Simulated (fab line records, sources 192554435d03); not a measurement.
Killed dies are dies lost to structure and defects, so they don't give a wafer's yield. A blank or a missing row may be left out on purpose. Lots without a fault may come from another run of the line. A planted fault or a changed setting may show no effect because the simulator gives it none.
A struck lot beside a sound one | flow n5_finfet | 15 steps out of a route of 1938
Sound: wafers L285.2, L285.5, L285.6. Struck: wafers L280.1, L280.4, L280.6. The cause comes at the end.
At each step with rows: each side's tool, then ch and its chambers, then its first start. Under that, the readings that differ: sound wafers | struck wafers | difference of the means | sigmas: that difference in standard deviations of wafers without a fault.
alike: readings whose means differ by less than 2 such deviations, and words and numbers that are the same on both sides. not compared: withheld readings, readings that some wafer has no value for, bounds like >300 that may hide the same value, and numbers for which the record gives no deviation and whose values overlap.
The two part at a step that has a row with sigmas, a row that says differs or no value, or rows on one side only. Numbers that don't overlap but have no deviation are shown without sigmas and don't part them. A reading that every wafer of one side lacks parts them only if that side has two wafers or more.

first, 1 step without rows for these wafers: N5_BEOL_M4_ANNEAL_80 (time 240 s).
N5_BEOL_M4_SPUTTER_81: material Cu, target thk 4.5 nm, time 8.29 s.
  sound on pvd_sputter-01, day 15 03:53; struck on pvd_sputter-02, day 13 19:23
  alike: throttle_valve_pct
then, 1 step without rows for these wafers: N5_BEOL_M4_ANNEAL_82 (time 240 s).
N5_BEOL_M4_SPUTTER_86: material Cu, target thk 4.5 nm, time 8.29 s.
  sound on pvd_sputter-01, day 15 04:07; struck on pvd_sputter-02, day 13 19:36
  alike: throttle_valve_pct
then, 3 steps without rows for these wafers: N5_BEOL_M4_ANNEAL_87 (time 240 s); N5_BEOL_M4_SPUTTER_88 (material Cu, target thk 4.5 nm, time 8.29 s); N5_BEOL_M4_ANNEAL_89 (time 240 s).
N5_BEOL_M4_SPUTTER_90: material Cu, target thk 4.5 nm, time 8.29 s.
  sound on pvd_sputter-01, day 15 04:33; struck on pvd_sputter-02, day 13 20:02
  alike: throttle_valve_pct
N5_BEOL_M4_ANNEAL_91: time 240 s.
  sound on pvd_sputter-01, day 15 04:38; struck on pvd_sputter-02, day 13 20:07
  alike: heater_power_w, susceptor_temp_C
N5_BEOL_M4_SPUTTER_92: material Cu, target thk 4.5 nm, time 8.29 s.
  sound on pvd_sputter-01, day 15 04:46; struck on pvd_sputter-02, day 13 20:16
  alike: throttle_valve_pct
then, 2 steps without rows for these wafers: N5_BEOL_M4_ANNEAL_93 (time 240 s); N5_BEOL_M4_SPUTTER_94 (material Cu, target thk 4.5 nm, time 8.29 s).
N5_BEOL_M4_ANNEAL_95: time 240 s.
  sound on pvd_sputter-01, day 15 05:04; struck on pvd_sputter-02, day 13 20:34
  no value came back on the struck wafers for heater_power_w (W), susceptor_temp_C (C); on the sound wafers heater_power_w (W) reads 874 876 763
then, 1 step without rows for these wafers: N5_BEOL_M4_SPUTTER_96 (material Cu, target thk 4.5 nm, time 8.29 s).
N5_BEOL_M4_RC_MEAS_101:
  sound on prober-01 ch 0, day 15 06:31; struck on prober-02 ch 0, day 13 21:53
  alike: DIBL_N, DIBL_P, IOFF_N, IOFF_P, ION_N, ION_P, SS_N, SS_P, VT_N, VT_P

WHERE THEY PART
Only at N5_BEOL_M4_ANNEAL_95, within this record. Later steps at which nothing parts them and some readings are alike: N5_BEOL_M4_RC_MEAS_101.

WHY: what the simulator had put in
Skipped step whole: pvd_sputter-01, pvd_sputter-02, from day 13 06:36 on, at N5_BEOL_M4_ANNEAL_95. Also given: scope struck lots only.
